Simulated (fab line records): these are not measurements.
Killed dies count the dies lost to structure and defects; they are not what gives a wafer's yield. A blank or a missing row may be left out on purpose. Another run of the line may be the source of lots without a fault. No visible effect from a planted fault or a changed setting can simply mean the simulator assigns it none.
What tool caused it? ; flow n5 finfet ; 36 wafers from 12 lots sampled at 6 of the route's 1938 steps

WHAT THE GAUGES SHOWED, per wafer
N5_BEOL_M3_RS_MEAS_58: measures by four-point-probe.
lot;measured;on;M3_RS (ohm/sq)
L075;day 7 13:11;film metro-01;0.71 0.67 0.63
L077;day 7 22:01;film metro-02;0.70 0.63 0.63
L079;day 8 07:37;film metro-01;0.71 0.66 0.68
L081;day 9 05:49;film metro-02;0.67 0.76 0.72
L083;day 10 06:14;film metro-02;0.67 0.67 0.62
L085;day 10 14:06;film metro-01;0.67 0.68 0.70
L088;day 10 19:39;film metro-02;0.66 0.75 0.67
L089;day 11 02:08;film metro-02;0.76 0.66 0.67
L091;day 12 04:10;film metro-02;0.72 0.68 0.70
L094;day 12 10:02;film metro-01;0.67 0.65 0.63
L095;day 13 00:26;film metro-01;0.65 0.62 0.58
L097;day 13 05:08;film metro-01;0.66 0.61 0.60

WHAT TOOL EACH LOT RAN ON (gives the tool, then ch and the chambers of the sampled wafers, and finally the start)
lot;N5_BEOL_M3_ETCH_41;N5_BEOL_M3_SURFACE_TREAT_85;N5_BEOL_M3_SPUTTER_48;N5_BEOL_M3_SPUTTER_92;N5_BEOL_M3_PRE_CLEAN_60
L075;rie diel-02 ch 0,3, day 7 09:10 or earlier;pvd sputter-02, day 7 09:10;pvd sputter-03, day 7 10:23;pvd sputter-03, day 7 11:42;cvd co-01 ch 1,2, day 7 12:58
L077;rie diel-05 ch 2,3, day 7 18:55 or earlier;pvd sputter-02, day 7 18:55;pvd sputter-02, day 7 19:12;pvd sputter-02, day 7 20:31;cvd co-01 ch 0,1, day 7 21:47
L079;rie diel-06 ch 0,1,2, day 8 04:10 or earlier;pvd sputter-03, day 8 04:10;pvd sputter-03, day 8 04:34;pvd sputter-03, day 8 05:53;cvd co-01 ch 0,2, day 8 07:23
L081;rie diel-06 ch 0,1,2, day 9 01:25 or earlier;pvd sputter-03, day 9 01:25;pvd sputter-02, day 9 03:00;pvd sputter-02, day 9 04:19;cvd co-01 ch 0,1,2, day 9 05:35
L083;rie diel-05 ch 0,1,3, day 10 03:11 or earlier;pvd sputter-02, day 10 03:11;pvd sputter-03, day 10 03:26;pvd sputter-03, day 10 04:45;cvd co-01 ch 0,1,2, day 10 06:01
L085;rie diel-05 ch 2,3, day 10 09:50 or earlier;pvd sputter-01, day 10 09:50;pvd sputter-03, day 10 10:55;pvd sputter-03, day 10 12:14;cvd co-02 ch 0,1, day 10 13:53
L088;rie diel-06 ch 0,1,3, day 10 16:37 or earlier;pvd sputter-02, day 10 16:37;pvd sputter-01, day 10 16:50;pvd sputter-01, day 10 18:10;cvd co-01 ch 0,1, day 10 19:26
L089;rie diel-06 ch 2,3, day 10 23:07 or earlier;pvd sputter-03, day 10 23:07;pvd sputter-02, day 10 23:20;pvd sputter-02, day 11 00:39;cvd co-01 ch 1,2, day 11 01:55
L091;rie diel-05 ch 1,2,3, day 12 00:38 or earlier;pvd sputter-01, day 12 00:38;pvd sputter-01, day 12 01:19;pvd sputter-01, day 12 02:38;cvd co-01 ch 1,2, day 12 03:55
L094;rie diel-06 ch 2,3, day 12 05:54 or earlier;pvd sputter-03, day 12 05:54;pvd sputter-02, day 12 07:13;pvd sputter-02, day 12 08:32;cvd co-01 ch 0,1, day 12 09:49
L095;rie diel-02 ch 0,1,2, day 12 21:20 or earlier;pvd sputter-01, day 12 21:20;pvd sputter-02, day 12 21:38;pvd sputter-02, day 12 22:58;cvd co-02 ch 0,1, day 13 00:13
L097;rie diel-06 ch 1,2,3, day 13 02:02 or earlier;pvd sputter-01, day 13 02:02;pvd sputter-02, day 13 02:19;pvd sputter-02, day 13 03:38;cvd co-02 ch 1,2, day 13 04:55
- N5_BEOL_M3_ETCH_41: etches SiCN in CH3F/O2, target depth 29.9 nm, time 52.5 s.
- N5_BEOL_M3_SURFACE_TREAT_85
- N5_BEOL_M3_SPUTTER_48: material Cu, target thk 4.5 nm, time 8.29 s.
- N5_BEOL_M3_SPUTTER_92: material Cu, target thk 4.5 nm, time 8.29 s.
- N5_BEOL_M3_PRE_CLEAN_60: time 15 s.

THE ANSWER, worked out from the rows above alone
Rule: usual is defined by the lots themselves. The widest of any qualifying gaps counts: lots, ordered by their means at a reading, are off when they make up no more than a third of the lots, leave a main group of 4 or more, and stand apart from it by 3 or more times the standard deviation of that group's means. A main group is skipped when, at the precision printed for the reading in the tables above, its means are all equal. A lot without any number at a reading at which 4 lots or more have one is off too. All remaining lots with rows at the step are treated as sound.
None of the lots is off at any reading shown; this tells nothing.

WHAT THE SIMULATOR PUT IN
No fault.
